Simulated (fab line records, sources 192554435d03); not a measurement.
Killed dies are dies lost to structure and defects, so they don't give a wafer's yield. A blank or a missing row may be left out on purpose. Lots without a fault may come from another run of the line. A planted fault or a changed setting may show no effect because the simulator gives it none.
fab line records | flow n5_finfet | part 2 of 2: steps 20 to 26 of 26
record lots=5 wafers=15 last_day=16
route steps=1938 shown MOL_CONTACT_COAG@561
lots that met no fault: from a run of the same line without faults
start_h: hours from the record's first day to the start of the lot's first wafer shown | wait_h: hours since the lot's step before | " the same as in the row above | L1.1+2: a row that stands for several wafers | - no value, or no start given | * or withheld: withheld | < > ~ a bound
route shown NAME@n: a module of which the file shows steps, and the number in the route of the first | usual: mean/standard deviation of fault-free wafers | same: alike in all rows | chamber/n: place in a boat | sites: the reading at each site | _std_site: their standard deviation | _edge_site: outer sites' mean less inner sites' | radius_mm: how far each site lies from the wafer's centre | mask NAME#n: copy n | behind: the tool/chamber that last shaped the wafer | hold: why the lot was held/for how many hours/how that ended | device: the transistor (n, p or np) that didn't switch | end of line: the same wafers' tests at the end of the route | a step without rows: its recipe alone | killed: dies lost to structure and defects at the first sort, not the wafer's yield | map: a wafer's dies, x killed, . not, _ none there
set.NAME: the setting as run; set.NAME@STEP: as run at that earlier step | model.NAME: the simulator's own value behind a step, which no gauge read
lots at some steps of the route; a table a step, a row a wafer
services: from which hour (start_h, from the record's first day; less than 0 if before it) a tool's chamber was out of use, for how many hours, and why
## steps
# step N5_MOL_CONTACT_COAG_ETCHBACK_132
# recipe chemistry=CHF3 target=SiO2 target_depth_a=100 time_s=6.7 ion_energy_ev=200 pressure_mtorr=30 source_w=610 bias_w=170 Ar_flow_sccm=200 CHF3_flow_sccm=50
# usual drypump_motor_current_A=5.7/0.41 oes_product_au=0.78/0.085 rf_vpp_V=526/9.9 showerhead_plenum_p_Torr=2.36/0.068 throttle_valve_pct=18.69/0.15
# columns lot.wafer tool chamber start_h wait_h drypump_motor_current_A oes_product_au rf_hours_counter_h rf_vpp_V showerhead_plenum_p_Torr throttle_valve_pct
L083.1 rie_diel-05 1 153.17 0.1 5.2 0.73 177 522 2.37 18.73
L083.5 " 2 " " 5.6 0.76 - 539 2.48 18.44
L083.6 " 3 " " 5.2 0.96 - 534 2.34 18.79
L087.2 rie_diel-03 0 182.04 0.1 6.1 0.82 104 522 2.31 18.76
L087.3 " 1 " " 5.3 0.98 9 542 2.43 18.67
L087.4 " 3 " " 5.6 0.89 43 530 2.33 18.63
L089.1 rie_diel-05 2 191.31 0.1 5.7 0.74 189 540 2.48 18.46
L089.3 " 1 " " 5.2 0.72 192 522 2.36 18.76
L089.4 " 3 " " 5.2 0.92 20 532 2.34 18.80
L091.3 rie_diel-05 0 199.65 0.1 5.7 0.71 199 505 2.36 18.80
L091.4 " 3 " " 5.2 0.91 23 533 2.34 18.82
L091.5 " 1 " " 5.2 0.71 - 522 2.36 18.76
L092.3 rie_diel-05 2 210.10 0.2 5.6 0.74 196 539 2.47 18.46
L092.5 " 1 " " 5.2 0.72 - 524 2.36 18.77
L092.6 " 2 " " 5.6 0.74 - 540 2.47 18.46
# step N5_MOL_CONTACT_COAG_ETCH_91
# recipe chemistry=N2/H2 target=SOC target_depth_a=600 overetch_a=210 mask_material=SiARC temp_c=40 time_s=101.2 ion_energy_ev=200 pressure_mtorr=30 source_w=840 bias_w=150 n2_flow_sccm=200 h2_flow_sccm=200
# usual drypump_motor_current_A=5.7/0.41 oes_product_au=0.65/0.065 rf_vpp_V=523.2/2.3 showerhead_plenum_p_Torr=2.51/0.074 throttle_valve_pct=17.77/0.2
# columns lot.wafer tool chamber start_h wait_h drypump_motor_current_A oes_product_au rf_hours_counter_h rf_vpp_V showerhead_plenum_p_Torr throttle_valve_pct
L083.1 rie_diel-05 1 153.20 0.0 5.2 0.62 177 523.6 2.53 17.89
L083.5 " 2 " " 5.7 0.63 - 526.6 2.63 17.49
L083.6 " 3 " " 5.2 0.79 - 523.9 2.49 17.82
L087.2 rie_diel-03 0 182.08 0.0 6.1 0.68 104 521.5 2.45 17.71
L087.3 " 1 " " 5.3 0.80 9 525.1 2.61 17.85
L087.4 " 3 " " 5.6 0.74 43 523.0 2.48 17.71
L089.1 rie_diel-05 2 191.35 0.0 5.7 0.62 189 526.0 2.62 17.48
L089.3 " 1 " " 5.2 0.61 192 524.0 2.52 17.92
L089.4 " 3 " " 5.2 0.75 20 522.4 2.49 17.85
L091.3 rie_diel-05 0 199.68 0.0 5.7 0.59 199 524.6 2.52 17.83
L091.4 " 3 " " 5.2 0.74 23 522.1 2.49 17.85
L091.5 " 1 " " 5.2 0.61 - 522.7 2.52 17.92
L092.3 rie_diel-05 2 210.13 0.0 5.7 0.62 196 525.1 2.62 17.49
L092.5 " 1 " " 5.2 0.60 - 523.9 2.52 17.92
L092.6 " 2 " " 5.7 0.62 - 525.4 2.62 17.50
# step N5_MOL_CONTACT_COAG_STRIP_92
# recipe chemistry=N2/H2 temp_c=40 n2_flow_sccm=200 h2_flow_sccm=200 rf_frequency_hz=6e+07
# columns lot.wafer tool chamber start_h wait_h
L083.1+5+6 rie_diel-05 1,2,3 153.27 0.0
L087.2+3+4 rie_diel-03 0,1,3 182.15 0.0
L089.1+3+4 rie_diel-05 2,1,3 191.42 0.0
L091.3+4+5 rie_diel-05 0,3,1 199.75 0.0
L092.3+5+6 rie_diel-05 2,1,2 210.20 0.0
# step N5_MOL_CONTACT_COAG_STRIP_93
# recipe chemistry=N2/H2 temp_c=40 n2_flow_sccm=200 h2_flow_sccm=200 rf_frequency_hz=6e+07
# columns lot.wafer tool chamber start_h wait_h
L083.1+5+6 rie_diel-05 1,2,3 153.28 0.0
L087.2+3+4 rie_diel-03 0,1,3 182.16 0.0
L089.1+3+4 rie_diel-05 2,1,3 191.43 0.0
L091.3+4+5 rie_diel-05 0,3,1 199.76 0.0
L092.3+5+6 rie_diel-05 2,1,2 210.21 0.0
# step N5_MOL_CONTACT_COAG_ETCHBACK_135
# recipe chemistry=CHF3 target=SiO2 target_depth_a=250 time_s=16.7 ion_energy_ev=200 pressure_mtorr=30 source_w=610 bias_w=170 Ar_flow_sccm=200 CHF3_flow_sccm=50
# usual drypump_motor_current_A=5.7/0.41 oes_product_au=0.78/0.084 rf_vpp_V=526/10 showerhead_plenum_p_Torr=2.36/0.068 throttle_valve_pct=18.69/0.15
# columns lot.wafer tool chamber start_h wait_h drypump_motor_current_A oes_product_au rf_hours_counter_h rf_vpp_V showerhead_plenum_p_Torr throttle_valve_pct
L083.1 rie_diel-05 1 153.29 0.0 5.2 0.74 177 522 2.37 18.75
L083.5 " 2 " " 5.7 0.75 - 539 2.48 18.46
L083.6 " 3 " " 5.2 0.97 - 535 2.35 18.78
L087.2 rie_diel-03 0 182.17 0.0 6.1 0.81 104 523 2.31 18.76
L087.3 " 1 " " 5.3 0.98 9 542 2.43 18.67
L087.4 " 3 " " 5.6 0.89 43 527 2.33 18.64
L089.1 rie_diel-05 2 191.44 0.0 5.7 0.75 189 540 2.48 18.46
L089.3 " 1 " " 5.2 0.72 192 523 2.36 18.77
L089.4 " 3 " " 5.2 0.92 20 532 2.34 18.81
L091.3 rie_diel-05 0 199.77 0.0 5.7 0.71 199 506 2.36 18.81
L091.4 " 3 " " 5.2 0.91 23 533 2.34 18.82
L091.5 " 1 " " 5.2 0.72 - 522 2.36 18.78
L092.3 rie_diel-05 2 210.22 0.0 5.7 0.74 196 539 2.47 18.45
L092.5 " 1 " " 5.2 0.71 - 522 2.36 18.79
L092.6 " 2 " " 5.7 0.74 - 539 2.47 18.48
# step N5_MOL_CONTACT_COAG_STRIP_118
# recipe chemistry=CHF3 resist=SiARC rf_frequency_hz=6e+07
# columns lot.wafer tool chamber start_h wait_h
L083.1+5+6 rie_diel-05 1,2,3 153.32 0.0
L087.2+3+4 rie_diel-03 0,1,3 182.19 0.0
L089.1+3+4 rie_diel-05 2,1,3 191.46 0.0
L091.3+4+5 rie_diel-05 0,3,1 199.80 0.0
L092.3+5+6 rie_diel-05 2,1,2 210.25 0.0
# step N5_MOL_CONTACT_COAG_VIA_ETCH_46
# recipe chemistry=C4F6/O2 target_depth_a=460 overetch_a=92 mask_material=SOC target=SiO2 bias_w=455 pressure_mtorr=10 time_s=40 source_w=325 Ar_flow_sccm=300 C4F6_flow_sccm=10 O2_flow_sccm=10 ion_energy_ev=575.3 ends=end_point
# usual drypump_motor_current_A=5.7/0.41 oes_product_au=0.70/0.07 rf_vpp_V=1592/29 showerhead_plenum_p_Torr=2.81/0.081 throttle_valve_pct=40.8/0.3
# columns lot.wafer tool chamber start_h wait_h drypump_motor_current_A oes_product_au rf_hours_counter_h rf_vpp_V showerhead_plenum_p_Torr throttle_valve_pct
L083.1 rie_diel-05 1 153.33 0.0 5.2 0.65 177 1583 2.83 40.6
L083.5 " 2 " " 5.7 0.66 - 1634 2.96 40.5
L083.6 " 3 " " 5.2 0.84 - 1610 2.79 41.3
L087.2 rie_diel-03 0 182.20 0.0 6.1 0.71 104 1580 2.76 41.3
L087.3 " 1 " " 5.3 0.86 9 1636 2.90 40.8
L087.4 " 3 " " 5.6 0.79 43 1598 2.78 40.9
L089.1 rie_diel-05 2 191.47 0.0 5.7 0.66 189 1634 2.96 40.5
L089.3 " 1 " " 5.2 0.64 192 1585 2.82 40.6
L089.4 " 3 " " 5.2 0.79 20 1609 2.79 41.3
L091.3 rie_diel-05 0 199.81 0.0 5.7 0.63 199 1537 2.81 41.0
L091.4 " 3 " " 5.2 0.79 23 1609 2.79 41.3
L091.5 " 1 " " 5.2 0.64 - 1584 2.82 40.7
L092.3 rie_diel-05 2 210.26 0.0 5.7 0.65 196 1632 2.95 40.5
L092.5 " 1 " " 5.2 0.65 - 1583 2.82 40.7
L092.6 " 2 " " 5.7 0.66 - 1633 2.95 40.5
## services
# columns tool chamber start_h hours kind
pecvd-04 - 127.86 5.5 pm
rie_diel-05 3 128.67 - clean
rie_diel-05 3 128.67 - consumable_replace:focus_ring
rie_diel-05 3 128.67 11.6 scheduled_down
rie_diel-05 3 128.67 11.6 vent_cycle
euv_scanner-02 - 130.83 5.8 pm
euv_scanner-01 - 145.95 8.0 pm
ald_sin-02 0 151.45 4.1 repair
euv_scanner-02 - 157.43 1.0 pm
rie_diel-06 2 158.01 - clean
rie_diel-06 2 158.01 - consumable_replace:focus_ring
rie_diel-06 2 158.01 - consumable_replace:showerhead
rie_diel-06 2 158.01 24.5 scheduled_down
euv_scanner-01 - 159.88 1.0 pm
euv_scanner-01 - 161.50 0.3 repair
pecvd-04 - 164.08 1.0 repair
pecvd-01 1 167.18 4.5 repair
rie_diel-05 2 169.34 16.3 repair
rie_diel-05 0 170.33 5.8 repair
ald_sin-02 1 171.39 20.0 repair
ald_sin-01 1 173.81 11.8 repair
ald_sin-02 - 177.03 14.0 pm
euv_scanner-02 - 181.99 1.9 repair
litho_track-01 - 209.98 - consumable_replace:filter
